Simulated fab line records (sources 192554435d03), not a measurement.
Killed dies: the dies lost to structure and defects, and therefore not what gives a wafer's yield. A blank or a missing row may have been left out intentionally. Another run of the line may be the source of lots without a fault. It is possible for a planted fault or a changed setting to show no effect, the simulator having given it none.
Chamber matching -- flow n5_finfet -- N5_HKMG_FIN_STRIP_89 on rie_diel-04 has 4 sister chambers
The step strips SOC in N2/H2, time 20 s. 8 wafers are shown with their chamber, then 9 later ones without.

## WAFERS PAIRED WITH THEIR CHAMBERS
wafer,chamber,drypump_motor_current_A (A),throttle_valve_pct (%)
L087.4,0,6.1,19.2
L087.6,3,5.1,19.7
L091.1,1,5.5,19.1
L091.2,0,6.1,18.8
L091.3,3,5.2,19.7
L092.1,2,5.2,18.8
L092.2,1,5.6,19.2
L092.5,2,5.2,18.8

## WAFERS WITHOUT THEIR CHAMBER
wafer,drypump_motor_current_A (A),throttle_valve_pct (%)
L093.1,5.2,18.8
L093.4,5.1,19.8
L093.5,5.2,19.7
L094.1,5.6,19.2
L094.5,5.1,19.8
L094.6,6.1,18.9
L095.4,6.1,18.9
L095.5,5.1,19.8
L095.6,6.1,18.9

## CHAMBER TAKEN BY EACH
wafer,from the rows above,in truth
L093.1,2,2
L093.4,3,3
L093.5,3,3
L094.1,1,1
L094.5,3,3
L094.6,0,0
L095.4,0,0
L095.5,3,3
L095.6,0,0
Correctly placed: 9 of 9. Number that these rows cannot place: 0. Number placed wrongly: 0.
How it was worked out, from the rows above alone: a wafer's distance from a chamber is the root of the sum, over the readings, of the square of ((its reading less the chamber's mean) divided by the reading's scatter). The wafer belongs to the nearest chamber; if the next one is less than 2 further off, it can't be placed. The mean given for a chamber averages the wafers shown for that chamber. The scatter: take each reading less its chamber's mean, square it, sum over the shown wafers, divide by the number of wafers less the number of chambers, and take the root.
